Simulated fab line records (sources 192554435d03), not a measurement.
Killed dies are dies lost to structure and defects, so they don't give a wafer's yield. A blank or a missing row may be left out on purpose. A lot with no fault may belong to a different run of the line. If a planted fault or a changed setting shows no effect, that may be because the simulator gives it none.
fab line records / flow n5_finfet
record: lots: 4 wafers: 12 last_day: 16
route steps=1938 shown PMOS_HMC_CHANNEL_EPI@68 FIN_SAQP@90 PASSIVATION@1936
lots with no fault: from the same line, run without faults
start_h: start of the lot's first displayed wafer, in hours after the record's first day / wait_h: hours from the lot's prior step to this one / " the same as in the row above / L1.1+2: one row covering several wafers at once / - no value, or no start was given / * or withheld: withheld / < > ~ a bound
route shown NAME@n: NAME is a module with steps in the file, n the number in the route of the first one / usual: mean/standard deviation of fault-free wafers / same: alike in all rows / chamber/n: place in a boat / sites: each site's reading / _std_site: standard deviation of those values / _edge_site: mean of outer sites minus mean of inner sites / radius_mm: how far each site lies from the wafer's centre / mask NAME#n: copy n / behind: the last tool/chamber to shape the wafer / hold: reason for holding the lot/hours on hold/outcome of the hold / device: the transistor (n, p or np) that didn't switch / end of line: the tests these same wafers got at the end of their route / for a step that has no rows: nothing shown but its recipe / killed: the dies lost at the first sort to structure and to defects; this is not the yield of the wafer / map: dies across one wafer; x = killed, . = not, _ = none there
set.NAME: the setting that was run; set.NAME@STEP: the one run at that earlier step / model.NAME: the simulator's own value behind a step, which no gauge read
a table for each step, a row for each wafer; lots at some steps of the route
services: a tool's chamber out of use, with start hour (start_h, from the record's first day; less than 0 if before it), hours out, and reason
== steps ==
step: N5_PMOS_HMC_CHANNEL_EPI_DESCUM_14
recipe: chemistry: O2 time_s: 7.9 source_power_w: 50 bias_power_w: 20 pressure_mtorr: 20 rf_frequency_hz: 2.712e+07 temp_c: 40 resist: CAR-ArF-block o2_flow_sccm: 225
step: N5_PMOS_HMC_CHANNEL_EPI_ETCH_32
recipe: chemistry: N2/H2 target: BARC stop_on: SiO2 target_depth_a: 858 over_etch_frac: 0.3 time_s: 50.3 ion_energy_ev: 200 mask_material: CAR-ArF-block pressure_mtorr: 30 source_w: 840 bias_w: 150 n2_flow_sccm: 200 h2_flow_sccm: 200
step: N5_PMOS_HMC_CHANNEL_EPI_HM_OPEN_15
recipe: chemistry: CHF3/O2 target: SiO2 mask_material: CAR-ArF-block target_depth_a: 406 CHF3_flow_sccm: 50 O2_flow_sccm: 5 Ar_flow_sccm: 200 time_s: 20.3 pressure_mtorr: 30 source_w: 650 bias_w: 170 ion_energy_ev: 200
step: N5_PMOS_HMC_CHANNEL_EPI_STRIP_33
recipe: chemistry: N2/H2 power_w: 500 temp_c: 40 pressure_mtorr: 50 rf_frequency_hz: 6e+07 overash_fraction: 0.3 bias_power_w: 8 h2_frac: 0.5 n2_flow_sccm: 300 h2_flow_sccm: 300
step: N5_PMOS_HMC_CHANNEL_EPI_STRIP_17
recipe: chemistry: SPM time_s: 750 temp_c: 130 h2so4_h2o2_vol_ratio: 4 dry: ipa_marangoni
step: N5_PMOS_HMC_CHANNEL_EPI_ETCH_38
recipe: chemistry: CF4 target: SiO2 target_depth_a: 15 ion_energy_ev: 350 pressure_mtorr: 10 icp_w: 800 bias_w: 400 cf4_flow_sccm: 80
step: N5_PMOS_HMC_CHANNEL_EPI_FIN_RECESS_16
recipe: chemistry: HBr/Cl2 target: Si mask_material: SiO2 target_depth_a: 540 time_s: 18 pressure_mtorr: 10 icp_w: 800 bias_w: 75 HBr_flow_sccm: 150 Cl2_flow_sccm: 80
step: N5_PMOS_HMC_CHANNEL_EPI_PRECLEAN_36
recipe: chemistry: O3/DIW time_s: 45 temp_c: 22 o3_ppm: 10
step: N5_PMOS_HMC_CHANNEL_EPI_PRECLEAN_18
recipe: chemistry: DHF time_s: 30 temp_c: 25 dilution: withheld
step: N5_PMOS_HMC_CHANNEL_EPI_SRD_19
recipe: dry: ipa_marangoni do_ppb: 5 time_s: 30 temp_c: 23 rinse_liquid: diw
step: N5_PMOS_HMC_CHANNEL_EPI_EPI_20
recipe: material: SiGe30 mask_material: SiO2 pressure_torr: 20 target_thk_a: 590 temp_c: 600
lot.wafer=L397.1+5+6 tool=epi_rpcvd-02 chamber=0 start_h=18.00 wait_h=0.0
lot.wafer=L401.2+3+6 tool=epi_rpcvd-01 chamber=0 start_h=42.57 wait_h=0.3
lot.wafer=L413.1+4+5 tool=epi_rpcvd-02 chamber=0 start_h=114.54 wait_h=0.0
lot.wafer=L415.1+3+6 tool=epi_rpcvd-02 chamber=0 start_h=127.14 wait_h=0.0
step: N5_PMOS_HMC_CHANNEL_EPI_HM_STRIP_35
recipe: chemistry: dHF temp_c: 25 material: SiO2 target: SiO2 target_depth_a: 396 time_s: 216
step: N5_PMOS_HMC_CHANNEL_EPI_SRD_39
recipe: dry: ipa_marangoni time_s: 30 temp_c: 23 rinse_liquid: diw
step: N5_PMOS_HMC_CHANNEL_EPI_CMP_21
recipe: material: SiGe30 post_cmp_clean: alkaline_brush target_thk_nm: 54
step: N5_PMOS_HMC_CHANNEL_EPI_PRECLEAN_40
recipe: chemistry: DHF time_s: 30 temp_c: 25 dilution: withheld
step: N5_PMOS_HMC_CHANNEL_EPI_PRECLEAN_37
recipe: chemistry: O3/DIW time_s: 45 temp_c: 22 o3_ppm: 10
step: N5_PMOS_HMC_CHANNEL_EPI_PRECLEAN_24
recipe: chemistry: DHF time_s: 30 temp_c: 25 dilution: withheld
step: N5_PMOS_HMC_CHANNEL_EPI_SRD_25
recipe: dry: ipa_marangoni do_ppb: 5 time_s: 30 temp_c: 23 rinse_liquid: diw
step: N5_PMOS_HMC_CHANNEL_EPI_EPI_26
recipe: material: Si target_thk_a: 38 temp_c: 650 precursor: SiH4/H2 pressure_torr: 20 time_s: 22.7
step: N5_FIN_SAQP_PRECLEAN_42
recipe: chemistry: O3/DIW time_s: 60 temp_c: 22 o3_ppm: 10
step: N5_FIN_SAQP_PRECLEAN_00
recipe: chemistry: SC1 time_s: 60 temp_c: 55 mix: 1:2:50
step: N5_FIN_SAQP_PRECLEAN_44
recipe: chemistry: SC2 time_s: 45 temp_c: 35 mix: 1:1:50
step: N5_FIN_SAQP_SRD_01
recipe: dry: ipa_marangoni time_s: 30 temp_c: 23 rinse_liquid: diw
step: N5_FIN_SAQP_ALD_61
recipe: material: SiO2 target_thk_a: 40 temp_c: 300 ald_precursor_family: BDEAS ald_co_reactant: O2-plasma pulse_time_s: 1 purge_time_s: 2 co_reactant_purge_time_s: 2 ald_cycles: 43 pressure_torr: 2
step: N5_FIN_SAQP_DENSIFY_62
recipe: temp_c: 700 time_s: 60 ambient: N2 idle_temp_c: 600 ramp_up_c_per_s: 150 ramp_down_c_per_s: 60 cool_to_c: 600
step: N5_FIN_SAQP_HM_DEP_03
recipe: material: SiNx target_thk_a: 380 temp_c: 400 precursor: SiH4/NH3/N2 pressure_torr: 1.5 rf_w: 300 time_s: 33.6
step: N5_FIN_SAQP_PECVD_47
recipe: material: a-Si target_thk_a: 450 temp_c: 400 precursor: SiH4/He pressure_torr: 3 rf_w: 100 time_s: 36.3
step: N5_FIN_SAQP_PECVD_48
recipe: material: SiNx target_thk_a: 250 temp_c: 400 precursor: SiH4/NH3/N2 pressure_torr: 1.5 rf_w: 300 time_s: 22.1
step: N5_FIN_SAQP_PECVD_06
recipe: material: a-Si target_thk_a: 600 temp_c: 400 precursor: SiH4/He pressure_torr: 3 rf_w: 100 time_s: 48.1
step: N5_FIN_SAQP_HM_DEP_72
recipe: material: SiO2 target_thk_a: 120 temp_c: 400 precursor: SiH4/N2O pressure_torr: 0.75 rf_w: 275 time_s: 7.2
step: N5_FIN_SAQP_COAT_49
recipe: resist: SOC temp_c: 250 time_s: 60 spin_rpm: 1500 resist_thk_nm: 100
step: N5_FIN_SAQP_COAT_50
recipe: resist: SiARC temp_c: 220 time_s: 60 spin_rpm: 1500 resist_thk_nm: 35
step: N5_FIN_SAQP_COAT_10
recipe: resist: CAR-ArF spin_rpm: 1500 resist_thk_nm: 90
step: N5_FIN_SAQP_EBR_12
recipe: solvent: PGMEA ebr_width_mm: 1.5
step: N5_FIN_SAQP_SOFTBAKE_11
recipe: temp_c: 110 time_s: 60 resist: CAR-ArF
step: N5_PASSIVATION_PROBE_49
usual: defect_limited_yield: 91.3/1.4 killed_at_M0_to_M3: 34/10 killed_at_M4_up: 13/4.8 killed_at_contacts: 12/6.1 killed_at_front_end: 40/11 killed_at_other: 3.7/2.8 killed_dies: 103/16 killed_on_rim: 13/3.6 killed_open: 67/12 killed_short: 34/7.4 sort_bin_5_function: 5.1/0.95 sort_bin_6_memory: 3.2/0.62 sort_n_pass: 1077/16 sort_yield_pct: 91.3/1.4
same: gross_dies: 1180 killed_at_back_side: 0 sort_bin_4_leakage[%]: 0 sort_bin_8_speed[%]: 0
lot.wafer=L401.2 tool=prober-01 chamber=- start_h=289.46 wait_h=0.1 defect_limited_yield[%]=93.1 killed_at_M0_to_M3=29 killed_at_M4_up=9 killed_at_contacts=11 killed_at_front_end=32 killed_at_other=1 killed_dies=82 killed_on_rim=7 killed_open=53 killed_short=29 sort_bin_5_function[%]=4.5 sort_bin_6_memory[%]=2.2 sort_n_pass=1098 sort_yield_pct[%]=93.1
lot.wafer=L401.3 tool=prober-01 chamber=- start_h=289.51 wait_h=0.1 defect_limited_yield[%]=89.9 killed_at_M0_to_M3=36 killed_at_M4_up=13 killed_at_contacts=24 killed_at_front_end=43 killed_at_other=3 killed_dies=119 killed_on_rim=13 killed_open=81 killed_short=38 sort_bin_5_function[%]=6.1 sort_bin_6_memory[%]=3.4 sort_n_pass=1061 sort_yield_pct[%]=89.9
lot.wafer=L401.6 tool=prober-01 chamber=- start_h=289.66 wait_h=0.3 defect_limited_yield[%]=93.1 killed_at_M0_to_M3=19 killed_at_M4_up=12 killed_at_contacts=15 killed_at_front_end=33 killed_at_other=2 killed_dies=81 killed_on_rim=12 killed_open=58 killed_short=23 sort_bin_5_function[%]=4.0 sort_bin_6_memory[%]=2.7 sort_n_pass=1099 sort_yield_pct[%]=93.1
lot.wafer=L413.1 tool=prober-02 chamber=- start_h=371.73 wait_h=0.0 defect_limited_yield[%]=84.7 killed_at_M0_to_M3=27 killed_at_M4_up=13 killed_at_contacts=18 killed_at_front_end=121 killed_at_other=1 killed_dies=180 killed_on_rim=27 killed_open=50 killed_short=28 sort_bin_5_function[%]=9.3 sort_bin_6_memory[%]=3.4 sort_n_pass=1000 sort_yield_pct[%]=84.7
lot.wafer=L413.4 tool=prober-02 chamber=- start_h=371.88 wait_h=0.2 defect_limited_yield[%]=84.7 killed_at_M0_to_M3=28 killed_at_M4_up=14 killed_at_contacts=21 killed_at_front_end=114 killed_at_other=3 killed_dies=180 killed_on_rim=33 killed_open=54 killed_short=29 sort_bin_5_function[%]=8.6 sort_bin_6_memory[%]=4.2 sort_n_pass=1000 sort_yield_pct[%]=84.7
lot.wafer=L413.5 tool=prober-02 chamber=- start_h=371.93 wait_h=0.2 defect_limited_yield[%]=86.9 killed_at_M0_to_M3=21 killed_at_M4_up=9 killed_at_contacts=8 killed_at_front_end=117 killed_at_other=0 killed_dies=155 killed_on_rim=22 killed_open=42 killed_short=22 sort_bin_5_function[%]=8.0 sort_bin_6_memory[%]=2.6 sort_n_pass=1025 sort_yield_pct[%]=86.9
lot.wafer=L415.1 tool=prober-01 chamber=- start_h=391.16 wait_h=0.0 defect_limited_yield[%]=82.1 killed_at_M0_to_M3=36 killed_at_M4_up=13 killed_at_contacts=8 killed_at_front_end=152 killed_at_other=2 killed_dies=211 killed_on_rim=29 killed_open=85 killed_short=33 sort_bin_5_function[%]=12.3 sort_bin_6_memory[%]=3.4 sort_n_pass=969 sort_yield_pct[%]=82.1
lot.wafer=L415.3 tool=prober-01 chamber=- start_h=391.26 wait_h=0.1 defect_limited_yield[%]=80.5 killed_at_M0_to_M3=37 killed_at_M4_up=18 killed_at_contacts=19 killed_at_front_end=146 killed_at_other=10 killed_dies=230 killed_on_rim=34 killed_open=81 killed_short=46 sort_bin_5_function[%]=11.4 sort_bin_6_memory[%]=5.4 sort_n_pass=950 sort_yield_pct[%]=80.5
lot.wafer=L415.6 tool=prober-01 chamber=- start_h=391.41 wait_h=0.3 defect_limited_yield[%]=81.4 killed_at_M0_to_M3=45 killed_at_M4_up=15 killed_at_contacts=6 killed_at_front_end=149 killed_at_other=5 killed_dies=220 killed_on_rim=32 killed_open=84 killed_short=45 sort_bin_5_function[%]=11.1 sort_bin_6_memory[%]=4.7 sort_n_pass=960 sort_yield_pct[%]=81.4
killed by level:class
L401.2 FIN_SAQP:geometric_particle:open=10 BEOL_M0_SAQP:geometric_particle:open=9 STI_FIN_REVEAL:geometric_particle:open=7 FIN_SAQP:geometric_particle:short=6 MOL_CONTACT_COAG:geometric_particle:open=6 BEOL_M1:geometric_particle:open=6 MOL_CONTACT_COAG:geometric_particle:short=5 BEOL_M0_SAQP:geometric_particle:short=4
L401.3 MOL_CONTACT_COAG:geometric_particle:open=18 STI_FIN_REVEAL:geometric_particle:open=16 BEOL_M0_SAQP:geometric_particle:open=9 BEOL_M0_SAQP:geometric_particle:short=8 FIN_SAQP:geometric_particle:short=7 MOL_CONTACT_COAG:geometric_particle:short=6 BEOL_M4:geometric_particle:open=6 BEOL_M3:geometric_particle:short=5
L401.6 FIN_SAQP:geometric_particle:open=10 MOL_CONTACT_COAG:geometric_particle:open=10 STI_FIN_REVEAL:geometric_particle:open=7 BEOL_M2:geometric_particle:open=6 BEOL_M4:geometric_particle:open=6 MOL_CONTACT_COAG:geometric_particle:short=5 FIN_SAQP:geometric_particle:short=3 DUMMY_GATE:geometric_particle:open=3
L413.1 PMOS_HMC_CHANNEL_EPI:unspecified=100 MOL_CONTACT_COAG:geometric_particle:open=13 BEOL_M1:geometric_particle:open=7 BEOL_M0_SAQP:geometric_particle:short=6 BEOL_M4:geometric_particle:open=6 FIN_SAQP:geometric_particle:short=5 BEOL_M2:geometric_particle:open=5 GATE_CUT:geometric_particle:short=4
L413.4 PMOS_HMC_CHANNEL_EPI:unspecified=96 MOL_CONTACT_COAG:geometric_particle:open=19 BEOL_M0_SAQP:geometric_particle:short=8 BEOL_M1:geometric_particle:open=5 BEOL_M4:geometric_particle:open=5 FIN_SAQP:geometric_particle:short=4 BEOL_M3:geometric_particle:short=4 GATE_CUT:geometric_particle:short=3
L413.5 PMOS_HMC_CHANNEL_EPI:unspecified=90 FIN_SAQP:geometric_particle:open=7 FIN_SAQP:geometric_particle:short=6 MOL_CONTACT_COAG:geometric_particle:open=6 BEOL_M0_SAQP:geometric_particle:short=5 BEOL_M3:geometric_particle:open=5 STARTING-WAFER:geometric_particle:open=5 BEOL_M0_SAQP:geometric_particle:open=4
L415.1 PMOS_HMC_CHANNEL_EPI:unspecified=93 FIN_SAQP:geometric_particle:open=16 FIN_SAQP:geometric_particle:short=15 BEOL_M3:geometric_particle:open=15 STI_FIN_REVEAL:geometric_particle:open=13 MOL_CONTACT_COAG:geometric_particle:open=8 BEOL_M0_SAQP:geometric_particle:open=7 DUMMY_GATE:geometric_particle:open=5
L415.3 PMOS_HMC_CHANNEL_EPI:unspecified=100 MOL_CONTACT_COAG:geometric_particle:open=17 STI_FIN_REVEAL:geometric_particle:open=12 BEOL_M0_SAQP:geometric_particle:open=10 BEOL_M1:geometric_particle:short=10 FIN_SAQP:geometric_particle:open=8 BEOL_M0_SAQP:geometric_particle:short=8 FIN_SAQP:geometric_particle:short=7
L415.6 PMOS_HMC_CHANNEL_EPI:unspecified=90 STI_FIN_REVEAL:geometric_particle:open=14 BEOL_M0_SAQP:geometric_particle:open=12 FIN_SAQP:geometric_particle:short=11 BEOL_M0_SAQP:geometric_particle:short=11 FIN_SAQP:geometric_particle:open=9 BEOL_M2:geometric_particle:open=9 DUMMY_GATE:geometric_particle:open=8
map L413.1 (x killed, . not)
_________________....x.......________________
______________.....x............_____________
___________......................x.__________
__________.................x..x....._________
________.............................._______
_______.........x..x.....x.............______
______..............x.x................._____
_____..........x..................x..x...____
____.......x...........x..................___
___.....x..........x.......x.x....x........__
___..........xx.....x...................x.x__
__.....x...x....x...x.................x..x.._
__....x..........x.........................._
_.........x.....x...........x...............x
_....................x.x..............x.x....
_........x...............x.....x...x.......x.
_.............................x.......x.....x
_....................x.................x.x.x.
_..............x..................x..........
_..x......x..................................
_...........x................................
__.....x..................x..x......x......._
__..........x...........x..................x_
___........................x........x......__
___...............x..x..x...........x......__
____x..........xxx.xx........x............___
_____.......x..xx.xxx.x....x.....x.......____
______...x..xx.xx.xxxxxx..x............._____
_______.x..xx.xxxxxxxxxxx.............x______
________....xx.xxxxxxxxx.x.x.........._______
__________x.xxxxxxxxxxxxxxx........._________
___________.xxxxxxxxxxxxxxx........__________
______________xxxxxxxxxxx.x.x..._____________
_________________xxxxxxxx.x..________________
map L415.3 (x killed, . not)
_________________........x...________________
______________..x..............x_____________
___________........x.....x.x.......__________
__________...................x...x.._________
________........x..............x......_______
_______.x.....x.x...............x......______
______.........x...................x...._____
_____.x...........x.x.........x.....x....____
____.....x..x..x....x.............x...x...___
___.x..x.x......x.........x..x......x......__
___........x...........x............xx.....__
__.....x.......x...x....x.x..........x.x...._
__..........x.........x.........x..........._
_............x......x.........xx..........x..
_..........xx..x....x..x..............x......
_.......x............x.......x..x............
_........x.x...x..........x.............xx...
_............................................
_............x..................x.x..x......x
_...............x.............x.x..........x.
_....xx........x.xx..........x........x......
__....................x.x..............x.x.._
__................x.......x...............x._
___......x.............x.x...x...x.........__
___............x........x.x.xxx.....xx.....__
____.....x........x..x..x.x.......x.......___
_____....xx..xx..xxxxxx.............xx...____
______.......xxxxxxxxxxxx...........x..._____
_______x...xxxxxxxxxxxx.x.x.........x..______
________.x..xxxxxxxxxxxxxxx.x.......x._______
__________xxxxxxxxxxxxxxxx.xx.....x._________
___________xxxxxxxxxxxxxxx...xx....__________
______________xxxxxxxxxxxx..x..._____________
_________________xxxxxxxxxxx.________________
== services ==
tool=epi_rpcvd-01 chamber=- start_h=75.20 hours=2.8 kind=pm
== key ==
first_sign: step: N5_PASSIVATION_PROBE_49 reading: killed_at_front_end direction: up sigmas: 8.7 usual: 40 struck: 133
effect: step: N5_PASSIVATION_PROBE_49 reading: defect_limited_yield direction: down sigmas: 5.9 usual: 91.3 struck: 83.4
more_kills_born_at: N5_PMOS_HMC_CHANNEL_EPI_EPI_20@epi_rpcvd-02: 569
met_at N5_PMOS_HMC_CHANNEL_EPI_EPI_20
struck_wafers L413.1,L413.4,L413.5,L415.1,L415.3,L415.6
onset_between 18.00 114.54
also_fits time
fault: kind: chamber_particle_source tool: epi_rpcvd-02 chamber: - onset_h: 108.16 steps: N5_PMOS_HMC_CHANNEL_EPI_EPI_20 rate_per_visit_cm2: 1.0647 end_h: 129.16
